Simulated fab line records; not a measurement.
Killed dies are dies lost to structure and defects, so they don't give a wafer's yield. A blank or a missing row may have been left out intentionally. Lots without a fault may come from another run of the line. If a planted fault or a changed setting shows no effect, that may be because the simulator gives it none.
Struck lot and sound lot, side by side / flow nand_harc / 13 steps out of a route of 1302
Sound: wafers L366.1, L366.2, L366.5. Struck: wafer L384.4 (left out: L384.1, L384.5 of the same lot, which were not struck); the cause appears at the end.
Order at every step that has rows: each side's tool, ch and its chambers, its first start. Under that, the readings that differ: sound wafers / struck wafers / difference of the means / sigmas: that difference in standard deviations of wafers without a fault.
alike: same words and numbers on both sides, and readings whose means sit less than 2 such deviations apart. not compared: any withheld reading, any reading some wafer has no value for, any bound like >300 that may hide the same value, and any number with overlapping values for which the record gives no deviation.
A row with sigmas, a row that says differs or no value, or rows on one side alone: a step with any of these is where the two part. When numbers do not overlap yet have no deviation, they are printed without sigmas and do not part them. Lack of a reading on every wafer of one side parts them only where that side has two or more wafers.

NHARC_A_SLIT_ETCH_29: etches the open film in CF4/O2, target depth 100 nm, overetch 10 nm, time 55 s.
  sound on rie_diel-03 ch 1,3, day 21 01:07; struck on rie_diel-03 ch 0, day 28 19:01
  alike: bias_w, drypump_motor_current_A, oes_o_777_au, oes_product_au, rf_vpp_V, showerhead_plenum_p_Torr, throttle_valve_pct
  not compared: rf_hours_counter_h
NHARC_A_SLIT_STRIP_18: strips in O2.
  sound on rie_diel-03 ch 0,1,3; struck on rie_diel-03 ch 3
  alike: drypump_motor_current_A, oes_product_au, rf_vpp_V, showerhead_plenum_p_Torr, throttle_valve_pct
  not compared: rf_hours_counter_h
then, 2 steps without rows for these wafers: NHARC_A_SLIT_PRECLEAN_19 (cleans in SC1); NHARC_A_SLIT_SRD_20.
NHARC_A_SLIT_CD_MEAS_21:
  sound on cd_sem-01 at day 21 01:39; struck on cd_sem-02 at day 28 19:37
  alike: cd_nm
then, 3 steps without rows for these wafers: NHARC_A_SIN_REMOVE_WET_00 (chemistry H3PO4, time 15300 s); NHARC_A_SIN_REMOVE_PRECLEAN_01 (cleans in SC1); NHARC_A_SIN_REMOVE_SRD_02.
NHARC_A_SIN_REMOVE_INSPECT_04:
  sound on defect_inspect-02 at day 21 08:13; struck on defect_inspect-02 at day 29 02:22
reading=raw_defect_count; sound=407 526 478; struck=268; difference=-202; sigmas=-3
NHARC_A_WL_FILL_ALD_00: deposits Al2O3, target thk 3 nm, pulse time 3 s, ald cycles 30.
  sound on ald_hk-04 ch 1,2,3, day 21 08:17; struck on ald_hk-01 ch 0, day 29 02:58
  alike: heater_power_w, precursor_pulse_height_rel, susceptor_temp_C
  not compared: ald_cycles
NHARC_A_WL_FILL_RTA_01: time 5 s.
  sound on rtp_anneal-01 ch 0, day 21 08:33; struck on rtp_anneal-02 ch 0, day 29 03:14
reading=lamp_power_pct (%); sound=30.22 30.22 30.23; struck=30.02; difference=-0.20; sigmas=-2
  alike: lamp_zone_4_pct, lamp_zone_6_pct, wafer_temp_C_max
NHARC_A_WL_FILL_ALD_02: deposits TiN, target thk 2 nm, pulse time 3 s, ald cycles 100.
  sound on ald_metal-01 ch 2,3, day 21 08:46; struck on ald_metal-04 ch 1, day 29 03:27
reading=ald_cycles; sound=100 100 100; struck=44; difference=-56; sigmas=
  alike: heater_power_w, precursor_pulse_height_rel, susceptor_temp_C
-- break in the record here, with 4 days between the starts of the struck wafers on either side (left off in module A_WL_FILL, picked up again in module END, where the first step shown is number 1302 on the route) --
NHARC_END_SORT_01:
  here the record holds rows for the struck wafers (prober-01 ch 0, day 33 11:08) but none for the sound ones

== WHERE THEY PART ==
First at NHARC_A_SIN_REMOVE_INSPECT_04; last, within this record, at NHARC_END_SORT_01.

WHY: whatever the simulator had introduced
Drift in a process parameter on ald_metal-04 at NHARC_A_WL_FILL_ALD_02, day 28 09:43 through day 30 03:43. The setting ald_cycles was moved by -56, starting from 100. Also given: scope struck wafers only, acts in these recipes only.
